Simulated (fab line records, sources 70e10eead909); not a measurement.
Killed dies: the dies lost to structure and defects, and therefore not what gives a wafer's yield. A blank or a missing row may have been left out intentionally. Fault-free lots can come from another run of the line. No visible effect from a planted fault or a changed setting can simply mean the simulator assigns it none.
Which tool did it? | flow nand-harc | 11 lots with 33 wafers sampled at 5 steps, on a route of 1302 steps

## WHAT THE GAUGES SHOWED, per wafer
NHARC_END_SORT_01.
lot  | measured     | on        | killed-at-array
L880 | day 31 01:32 | prober-01 | 673 675 670
L881 | day 30 23:29 | prober-02 | 672 673 670

## WHICH TOOL RAN EACH LOT (tool, then ch and the chambers of the sampled wafers, then the start)
lot  | NHARC_A_CONTACT_DESCUM_47          | NHARC_A_CONTACT_ETCH_48            | NHARC_A_CONTACT_ETCH_116             | NHARC_A_CONTACT_ETCH_118
L870 | rie-diel-09 ch 0,2, day 24 01:30   | rie-diel-09 ch 2,3, day 24 01:35   | har-cap-etch-03 ch 0,1, day 24 04:14 | har-cap-etch-03 ch 0,1, day 24 04:34
L871 | rie-diel-07 ch 0,1,3, day 24 10:09 | rie-diel-07 ch 0,2,3, day 24 10:14 | har-cap-etch-02 ch 0,1, day 24 12:50 | har-cap-etch-02 ch 0,1, day 24 13:11
L872 | rie-diel-09 ch 0,1,2, day 24 10:19 | rie-diel-09 ch 0,1,2, day 24 10:24 | har-cap-etch-01 ch 0,1, day 24 13:02 | har-cap-etch-01 ch 0,1, day 24 13:22
L880 | rie-diel-07 ch 1,2,3, day 27 22:32 | rie-diel-07 ch 1,2,3, day 27 22:38 | har-cap-etch-03 ch 0,1, day 28 05:16 | har-cap-etch-03 ch 0,1, day 28 05:37
L881 | rie-diel-09 ch 0,1,3, day 28 03:21 | rie-diel-09 ch 0,1,3, day 28 03:26 | har-cap-etch-02 ch 0,1, day 28 06:14 | har-cap-etch-02 ch 0,1, day 28 06:34
L883 | rie-diel-07 ch 0,2,3, day 29 03:38 | rie-diel-07 ch 0,1, day 29 03:44   | har-cap-etch-03 ch 0,1, day 29 06:25 | har-cap-etch-03 ch 0,1, day 29 06:45
L884 | rie-diel-09 ch 0,1,2, day 29 11:34 | rie-diel-09 ch 0,2,3, day 29 11:38 | har-cap-etch-01 ch 0,1, day 29 14:16 | har-cap-etch-01 ch 0,1, day 29 14:37
L886 | rie-diel-04 ch 1,2,3, day 30 08:31 | rie-diel-04 ch 0,1, day 30 08:34   | har-cap-etch-03 ch 0,1, day 30 11:16 | har-cap-etch-03 ch 0,1, day 30 11:36
L885 | rie-diel-09 ch 0,2, day 30 13:12   | rie-diel-09 ch 0,1,2, day 30 13:18 | har-cap-etch-01 ch 0,1, day 30 16:16 | har-cap-etch-01 ch 0,1, day 30 16:43
L888 | rie-diel-09 ch 0,1,2, day 31 06:47 | rie-diel-09 ch 0,1,2, day 31 06:52 | har-cap-etch-01 ch 0,1, day 31 09:33 | har-cap-etch-01 ch 0,1, day 31 09:53
L887 | rie-diel-07 ch 0,1,3, day 31 06:56 | rie-diel-07 ch 0,1,3, day 31 07:02 | har-cap-etch-02 ch 0,1, day 31 09:59 | har-cap-etch-02 ch 0,1, day 31 10:20
- NHARC_A_CONTACT_DESCUM_47: chemistry O2, time 3 s.
- NHARC_A_CONTACT_ETCH_48: etches the open film in CF4, target depth 39 nm, time 65 s.
- NHARC_A_CONTACT_ETCH_116: etches the open film in C4F8/O2/Ar, time 190 s, target depth 1850 nm.
- NHARC_A_CONTACT_ETCH_118: etches the open film in C4F8/O2/Ar, time 190 s, target depth 1850 nm.

## THE ANSWER, worked out from the rows above alone
Rule: the lots themselves supply what counts as usual. Put in order of their means at a reading, lots are off if they are a third of the lots or fewer, leave a main group of 4 or more, and stand apart from it by a gap of 3 or more times the standard deviation of the main group's means; of several such gaps the widest counts. Not used: any main group whose means are identical at the precision the tables above print for the reading. A lot without any number at a reading at which 4 lots or more have one is off too. Where the step has rows for the other lots, those lots are counted as sound.
No lot is off on any of the readings shown, so nothing can be concluded from this.

## WHAT THE SIMULATOR HAD PUT IN
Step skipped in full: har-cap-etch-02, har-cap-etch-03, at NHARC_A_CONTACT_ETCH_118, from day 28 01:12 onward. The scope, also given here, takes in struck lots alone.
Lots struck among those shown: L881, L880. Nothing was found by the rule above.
